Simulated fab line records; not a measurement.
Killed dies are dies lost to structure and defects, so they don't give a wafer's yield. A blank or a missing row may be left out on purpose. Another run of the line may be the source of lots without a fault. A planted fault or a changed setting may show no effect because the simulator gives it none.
Which tool did it? | flow nand harc | 14 lots, 42 wafers sampled, at 2 steps of a route of 1159

== WHAT EACH GAUGE READ, for each wafer ==
NHARC_P_ZERO_WELL_INSPECT_43.
lot  | measured    | on                | raw defect count
L921 | day 1 19:41 | defect inspect-01 | 6 11 9
L923 | day 2 07:46 | defect inspect-02 | 4 11 16
L925 | day 2 20:38 | defect inspect-01 | 18 13 27
L932 | day 4 13:45 | defect inspect-01 | 8 7 14
L935 | day 5 07:44 | defect inspect-01 | 9 14 13
L936 | day 5 13:47 | defect inspect-02 | 37 18 19
L937 | day 5 19:37 | defect inspect-01 | 9 19 23
L938 | day 6 01:41 | defect inspect-01 | 17 19 15
L939 | day 6 07:37 | defect inspect-02 | 18 8 33
L940 | day 6 13:45 | defect inspect-02 | 15 20 17
L941 | day 6 19:31 | defect inspect-01 | 4 6 9
L942 | day 7 01:44 | defect inspect-02 | 12 2 12
L943 | day 7 07:29 | defect inspect-01 | 8 4 7
L944 | day 7 13:37 | defect inspect-02 | 17 10 12

NHARC_P_STI_INSPECT_25.
lot  | measured    | on                | raw defect count
L921 | day 3 08:31 | defect inspect-02 | 233 232 170
L923 | day 4 01:17 | defect inspect-02 | 266 278 187
L925 | day 4 17:20 | defect inspect-01 | 153 188 287
L932 | day 7 01:25 | defect inspect-01 | 185 123 139
L935 | day 7 01:25 | defect inspect-02 | 137 126 116
L936 | day 7 14:09 | defect inspect-02 | 156 104 98
L937 | day 7 14:09 | defect inspect-01 | 139 207 248
L938 | day 7 23:30 | defect inspect-01 | 228 220 349
L939 | day 8 04:54 | defect inspect-02 | 329 159 141
L940 | day 8 16:48 | defect inspect-02 | 150 157 143
L941 | day 8 16:48 | defect inspect-01 | 117 172 177
L942 | day 9 00:54 | defect inspect-01 | 342 196 364
L943 | day 9 06:42 | defect inspect-02 | 238 180 190
L944 | day 9 14:15 | defect inspect-02 | 184 156 155

== WHAT TOOL EACH LOT RAN ON (gives the tool, then ch and the chambers of the sampled wafers, and finally the start) ==
The record shows no process step preceding these readings.

== WHAT THE TOOLS THEMSELVES READ (means of the sampled wafers that have a number; where no wafer has one, the mark that the record gives instead) ==
The record holds no such reading with a usual standard deviation.

== THE ANSWER, worked out from the rows above alone ==
Rule: usual is defined by the lots themselves. Put in order of their means at a reading, lots are off if they are a third of the lots or fewer, leave a main group of 4 or more, and stand apart from it by a gap of 3 or more times the standard deviation of the main group's means; of several such gaps the widest counts. If all means in a main group match to the digits the tables above print for the reading, that group is not used. Also off: a lot with no number at a reading for which 4 or more lots have one. Any other lot the step has rows for is counted as sound. After the gauges, taken in route order, come the tools' own readings; for these a lot's mean is taken, as printed above. The first step at which some lot is off is used, and at that step the reading that is off furthest; a lot without a number counts as furthest.
Nothing can be told from this: no lot is off at any reading shown.

== WHAT HAD BEEN PUT IN BY THE SIMULATOR ==
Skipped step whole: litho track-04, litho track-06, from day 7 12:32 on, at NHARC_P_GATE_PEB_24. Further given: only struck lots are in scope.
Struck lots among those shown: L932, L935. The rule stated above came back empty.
